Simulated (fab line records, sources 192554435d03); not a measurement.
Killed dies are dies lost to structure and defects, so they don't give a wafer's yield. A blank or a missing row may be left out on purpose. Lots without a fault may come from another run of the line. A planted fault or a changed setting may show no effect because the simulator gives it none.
Split-lot experiment | flow n5_finfet | 7 lots, 21 wafers read, on a route of 1938 steps

THE SPLIT
At N5_BEOL_M2_TRENCH_ETCH_37 (etches SiOC in C4F6/O2, target depth 55.555 nm, time 29.2 s), the setting bias_w was moved away from the recipe's 185 W on 5 of the 21 wafers read, by -10.4% to +14.4%. The other wafers ran this setting at the recipe's value.

The reading is taken at the split's own step.

THE READING
rf_vpp_V, in V, at N5_BEOL_M2_TRENCH_ETCH_37 (etches SiOC in C4F6/O2, target depth 55.555 nm, time 29.2 s). Fault-free wafers of this fab line usually give 660 V, standard deviation 11 V.

wafer  | tool, chamber at the split | bias_w as run, W | against the recipe | rf_vpp_V, V | against lot-mates on the recipe
L075.2 | rie_diel-05, 2             | 185              | recipe             | 664         | -
L075.4 | rie_diel-05, 0             | 185              | recipe             | 651         | -
L075.6 | rie_diel-05, 2             | 169.4            | -8.4%              | 623         | -34
L076.3 | rie_diel-01, 1             | 211.7            | +14.4%             | 723         | +78
L076.4 | rie_diel-01, 0             | 185              | recipe             | 643         | -
L076.6 | rie_diel-01, 1             | 185              | recipe             | 648         | -
L078.2 | rie_diel-05, 1             | 185              | recipe             | 662         | -
L078.4 | rie_diel-05, 1             | 165.7            | -10.4%             | 605         | -57
L078.6 | rie_diel-05, 2             | 165.7            | -10.4%             | 610         | -52
L080.3 | rie_diel-01, 0             | 185              | recipe             | 645         | -
L080.4 | rie_diel-01, 3             | 185              | recipe             | 660         | -
L080.6 | rie_diel-01, 1             | 185              | recipe             | 648         | -
L090.2 | rie_diel-01, 0             | 185              | recipe             | 644         | -
L090.3 | rie_diel-01, 1             | 185              | recipe             | 648         | -
L090.6 | rie_diel-01, 0             | 185              | recipe             | 645         | -
L088.2 | rie_diel-05, 0             | 167.2            | -9.6%              | 600         | -62
L088.5 | rie_diel-05, 3             | 185              | recipe             | 659         | -
L088.6 | rie_diel-05, 2             | 185              | recipe             | 666         | -
L091.2 | rie_diel-03, 2             | 185              | recipe             | 645         | -
L091.3 | rie_diel-03, 0             | 185              | recipe             | 663         | -
L091.5 | rie_diel-03, 2             | 185              | recipe             | 645         | -

THE FIT
A straight line over all 21 wafers: rf_vpp_V changes by +4.61 V for each +1% of bias_w; r = +0.95; the points scatter about the line by 8.2 V.
The same after taking each lot's own level away (the mean of its wafers on the recipe; 21 wafers): +5.34 V for each +1%; r = +0.98; scatter 6.2 V.
On that fit, the largest move of bias_w shifts the reading by 77 V.
The lots' own levels span 645.5 to 662.5 V, that is 1.5 times the standard deviation above.
So the lot-to-lot level changes the slope: the two fits differ.
Check: with one of the wafers moved furthest among these (+14.4%) left out of the fit, the line predicts +77 V for it against its lot-mates. It came out at +77.5 V against them.
Tool readings at the split's step, against how far the setting was moved: rf_vpp_V r = +0.95.

OTHER SPLITS ON THESE WAFERS
These wafers also went through other splits before the reading. Each is held against what the fit with the lots' levels taken away leaves over:
other split on the same wafers            | wafers away from the commonest value | r with rf_vpp_V (lot level and that fit taken away)
N5_BEOL_M0_SAQP_DEVELOP_13 develop_time_s | 8                                    | +0.08
N5_BEOL_M0_TRENCH_ETCH_107 target_depth_a | 9                                    | +0.22
N5_BEOL_M0_ETCH_109 bias_w                | 4                                    | -0.23
N5_BEOL_M1_HM_DEP_02 target_thk_a         | 7                                    | +0.21

THE FILE'S OWN FIT
rf_vpp_V changes by +5.35 V for each +1% of bias_w, r = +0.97.
